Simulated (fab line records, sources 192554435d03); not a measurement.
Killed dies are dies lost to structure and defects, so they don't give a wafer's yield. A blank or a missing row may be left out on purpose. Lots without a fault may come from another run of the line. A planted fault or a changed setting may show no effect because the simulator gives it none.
Which tool did it? | flow n5_finfet | 9 lots, 27 wafers sampled, at 5 steps of a route of 1938

WHAT THE GAUGES READ, wafer by wafer
N5_MOL_CONTACT_COAG_CD_MEAS_40: target cd 25.1 nm.
lot  | measured     | on        | cd_nm (nm)
L530 | day 5 09:14  | cd_sem-03 | 25.22 24.89 25.13
L531 | day 5 14:26  | cd_sem-03 | 25.26 25.24 25.26
L532 | day 5 22:47  | cd_sem-03 | 25.53 24.88 25.09
L540 | day 8 02:50  | cd_sem-02 | 25.23 25.14 24.67
L542 | day 8 10:07  | cd_sem-02 | 25.18 24.85 25.21
L545 | day 9 05:32  | cd_sem-02 | 25.40 25.67 25.06
L548 | day 9 22:29  | cd_sem-01 | 25.28 25.03 25.19
L549 | day 10 02:23 | cd_sem-01 | 25.06 24.95 25.21
L551 | day 10 19:46 | cd_sem-03 | 25.00 24.70 25.33

N5_BEOL_M4_RC_MEAS_101.
lot  | measured     | on        | DIBL_N (mV/V)  | DIBL_P (mV/V)  | IOFF_N (nA/um)    | IOFF_P (nA/um)    | ION_N (uA/um) | ION_P (uA/um) | SS_N (mV/dec)  | SS_P (mV/dec)  | VT_N (mV)   | VT_P (mV)
L530 | day 9 10:19  | prober-01 | 36.4 34.4 35.7 | 38.4 36.0 37.3 | 0.172 0.147 0.159 | 0.220 0.183 0.201 | 680 676 680   | 464 466 463   | 71.4 71.8 71.4 | 73.1 73.3 73.2 | 248 251 252 | -247.6 -254.1 -251.3
L531 | day 10 06:00 | prober-02 | 34.5 35.7 35.5 | 34.8 36.9 37.1 | 0.139 0.163 0.166 | 0.180 0.217 0.213 | 663 672 678   | 453 459 462   | 71.0 71.0 71.6 | 72.3 73.5 73.3 | 252 248 248 | -248.9 -248.0 -248.4
L532 | day 9 12:20  | prober-01 | 36.2 36.3 35.1 | 35.6 34.6 34.0 | 0.170 0.162 0.144 | 0.205 0.180 0.169 | 681 673 677   | 461 455 454   | 72.0 71.7 71.5 | 73.3 73.7 73.6 | 244 249 250 | -249.8 -252.2 -253.3
L540 | day 12 00:41 | prober-02 | 34.5 36.2 36.8 | 34.7 36.8 37.5 | 0.114 0.140 0.153 | 0.184 0.209 0.223 | 654 658 669   | 456 456 466   | 71.6 72.5 72.0 | 72.0 73.3 72.7 | 259 254 254 | -250.2 -248.9 -249.1
L542 | day 12 11:01 | prober-01 | 39.9 36.8 38.7 | 36.8 32.7 35.2 | 0.185 0.114 0.155 | 0.245 0.179 0.214 | 683 657 676   | 464 461 465   | 70.8 70.9 71.2 | 73.8 72.2 73.6 | 248 254 250 | -249.2 -251.9 -249.4
L545 | day 13 01:37 | prober-01 | 37.7 37.9 38.8 | 38.4 38.2 40.0 | 0.171 0.176 0.190 | 0.213 0.225 0.240 | 681 681 691   | 467 465 463   | 71.7 72.3 71.6 | 73.4 73.7 73.7 | 250 249 249 | -251.3 -249.6 -248.2
L548 | day 13 23:07 | prober-02 | 34.7 34.6 33.9 | 36.0 35.4 34.7 | 0.134 0.130 0.116 | 0.192 0.187 0.168 | 678 661 665   | 465 459 456   | 71.1 71.7 71.0 | 72.3 72.1 72.4 | 252 251 254 | -251.0 -251.1 -252.2
L549 | day 14 03:29 | prober-02 | 35.8 34.8 35.5 | 35.7 34.3 35.9 | 0.152 0.131 0.142 | 0.211 0.188 0.224 | 673 672 673   | 468 465 467   | 71.3 71.2 71.6 | 73.6 73.3 73.2 | 252 251 252 | -248.7 -250.2 -248.7
L551 | day 14 15:42 | prober-02 | 37.2 36.8 35.9 | 38.6 37.0 35.9 | 0.187 0.166 0.152 | 0.259 0.228 0.212 | 685 671 675   | 477 465 467   | 72.3 72.1 71.6 | 73.5 74.1 73.8 | 246 248 249 | -249.3 -249.0 -250.1

WHICH TOOL RAN EACH LOT (tool, then ch and the chambers of the sampled wafers, then the start)
lot  | N5_MOL_CONTACT_COAG_STRIP_119        | N5_MOL_CONTACT_COAG_ETCHBACK_136   | N5_MOL_CONTACT_COAG_ETCH_124
L530 | plasma_asher-01 ch 0,1, day 5 08:38  | rie_diel-03 ch 0,1,3, day 5 09:49  | rie_diel-03 ch 0,1,3, day 5 09:53
L531 | plasma_asher-01 ch 0,1, day 5 13:51  | rie_diel-02 ch 0,2,3, day 5 15:00  | rie_diel-02 ch 2,3, day 5 15:04
L532 | plasma_asher-02 ch 0,1, day 5 22:09  | rie_diel-03 ch 0,3, day 5 23:36    | rie_diel-03 ch 0,3, day 5 23:40
L540 | plasma_asher-01 ch 0, day 8 02:19    | rie_diel-03 ch 1,3, day 8 03:29    | rie_diel-03 ch 1,3, day 8 03:33
L542 | plasma_asher-02 ch 0,1, day 8 09:38  | rie_diel-05 ch 0,1, day 8 11:37    | rie_diel-05 ch 0,1, day 8 11:41
L545 | plasma_asher-01 ch 0,1, day 9 04:56  | rie_diel-05 ch 0,3, day 9 06:05    | rie_diel-05 ch 0,3, day 9 06:10
L548 | plasma_asher-01 ch 0, day 9 22:01    | rie_diel-02 ch 0,2, day 9 23:42    | rie_diel-02 ch 0,2, day 9 23:46
L549 | plasma_asher-02 ch 0,1, day 10 01:48 | rie_diel-05 ch 1,2,3, day 10 03:04 | rie_diel-05 ch 1,2,3, day 10 03:07
L551 | plasma_asher-01 ch 0,1, day 10 19:11 | rie_diel-05 ch 0,2,3, day 10 20:25 | rie_diel-05 ch 0,2,3, day 10 20:29
- N5_MOL_CONTACT_COAG_STRIP_119: strips in N2/H2, time 30 s.
- N5_MOL_CONTACT_COAG_ETCHBACK_136: etches SiO2 in CHF3, target depth 25 nm, time 16.7 s.
- N5_MOL_CONTACT_COAG_ETCH_124: etches SiNx in CH3F/O2, stops on SiOC, target depth 6.5 nm.

WHAT THE TOOLS THEMSELVES READ (means of the sampled wafers that have a number; where no wafer has one, the mark that the record gives instead)
N5_MOL_CONTACT_COAG_STRIP_119.
lot  | tool            | drypump_motor_current_A (A) | h2_flow_sccm (sccm) | heater_power_w (W)
L530 | plasma_asher-01 | 5.1                         | 3245                | 311
L531 | plasma_asher-01 | 5.1                         | 3244                | 314
L532 | plasma_asher-02 | 6.0                         | 3249                | 341
L540 | plasma_asher-01 | 5.6                         | 3246                | 362
L542 | plasma_asher-02 | 6.0                         | 3252                | 340
L545 | plasma_asher-01 | 5.0                         | 3246                | 316
L548 | plasma_asher-01 | 5.6                         | 3248                | 366
L549 | plasma_asher-02 | 6.0                         | 3249                | 341
L551 | plasma_asher-01 | 5.3                         | 3238                | 337

N5_MOL_CONTACT_COAG_ETCHBACK_136.
lot  | tool        | drypump_motor_current_A (A) | oes_f_703_au (a.u.) | oes_product_au (a.u.) | rf_vpp_V (V) | showerhead_plenum_p_Torr (Torr) | throttle_valve_pct (%)
L530 | rie_diel-03 | 6.4                         | 0.76                | 0.74                  | 525          | 2.44                            | 18.62
L531 | rie_diel-02 | 6.0                         | 0.76                | 0.77                  | 531          | 2.42                            | 18.89
L532 | rie_diel-03 | 6.2                         | 0.77                | 0.75                  | 522          | 2.40                            | 18.74
L540 | rie_diel-03 | 6.5                         | 0.76                | 0.74                  | 524          | 2.43                            | 18.53
L542 | rie_diel-05 | 5.4                         | 0.80                | 0.79                  | 526          | 2.43                            | 18.74
L545 | rie_diel-05 | 6.1                         | 0.73                | 0.73                  | 529          | 2.47                            | 18.91
L548 | rie_diel-02 | 6.1                         | 0.78                | 0.80                  | 535          | 2.49                            | 18.76
L549 | rie_diel-05 | 5.8                         | 0.75                | 0.75                  | 525          | 2.41                            | 18.68
L551 | rie_diel-05 | 6.0                         | 0.72                | 0.70                  | 528          | 2.46                            | 18.80

N5_MOL_CONTACT_COAG_ETCH_124.
lot  | tool        | drypump_motor_current_A (A) | oes_f_703_au (a.u.) | oes_product_au (a.u.) | rf_fwd_power_W (W) | rf_vpp_V (V) | showerhead_plenum_p_Torr (Torr) | throttle_valve_pct (%)
L530 | rie_diel-03 | 6.4                         | 0.76                | 0.64                  | 390.6              | 298.9        | 2.05                            | 16.23
L531 | rie_diel-02 | 5.9                         | 0.74                | 0.65                  | 387.2              | 298.2        | 1.97                            | 16.58
L532 | rie_diel-03 | 6.3                         | 0.76                | 0.65                  | 391.1              | 296.4        | 2.02                            | 16.35
L540 | rie_diel-03 | 6.5                         | 0.92                | 0.64                  | 455.6              | 279.0        | 2.05                            | 16.16
L542 | rie_diel-05 | 5.4                         | 0.79                | 0.68                  | 391.3              | 298.2        | 2.05                            | 16.33
L545 | rie_diel-05 | 6.2                         | 0.74                | 0.62                  | 391.5              | 298.8        | 2.08                            | 16.50
L548 | rie_diel-02 | 6.1                         | 0.78                | 0.68                  | 389.3              | 303.2        | 2.10                            | 16.35
L549 | rie_diel-05 | 5.7                         | 0.75                | 0.64                  | 390.1              | 297.3        | 2.02                            | 16.30
L551 | rie_diel-05 | 6.0                         | 0.72                | 0.60                  | 391.7              | 300.5        | 2.07                            | 16.42

THE ANSWER, worked out from the rows above alone
Rule: what is usual is taken from the lots themselves. Put in order of their means at a reading, lots are off if they are a third of the lots or fewer, leave a main group of 4 or more, and stand apart from it by a gap of 3 or more times the standard deviation of the main group's means; of several such gaps the widest counts. A main group whose means are all the same, to the digits that the tables above print for the reading, isn't used. A lot without any number at a reading at which 4 lots or more have one is off too. The other lots that the step has rows for count as sound. The gauges are gone through in route order, then the tools' own readings, and for those a lot's mean is taken as printed above. The first step at which some lot is off is used, and at that step the reading that is off furthest; a lot without a number counts as furthest.
Off: L540, at N5_MOL_CONTACT_COAG_ETCH_124 (rf_fwd_power_W). The main group: mean 390.4 W, standard deviation 1.4.
A tool fits if, at that step or a process step before it, it ran every lot that is off, and no sound lot after the first of them. One fits: rie_diel-03 at N5_MOL_CONTACT_COAG_ETCHBACK_136 and N5_MOL_CONTACT_COAG_ETCH_124. At N5_MOL_CONTACT_COAG_ETCHBACK_136 its last sound lot is L532 (day 5 23:36), its first lot that is off L540 (day 8 03:29): a fault that began between those two fits.

WHAT THE SIMULATOR HAD PUT IN
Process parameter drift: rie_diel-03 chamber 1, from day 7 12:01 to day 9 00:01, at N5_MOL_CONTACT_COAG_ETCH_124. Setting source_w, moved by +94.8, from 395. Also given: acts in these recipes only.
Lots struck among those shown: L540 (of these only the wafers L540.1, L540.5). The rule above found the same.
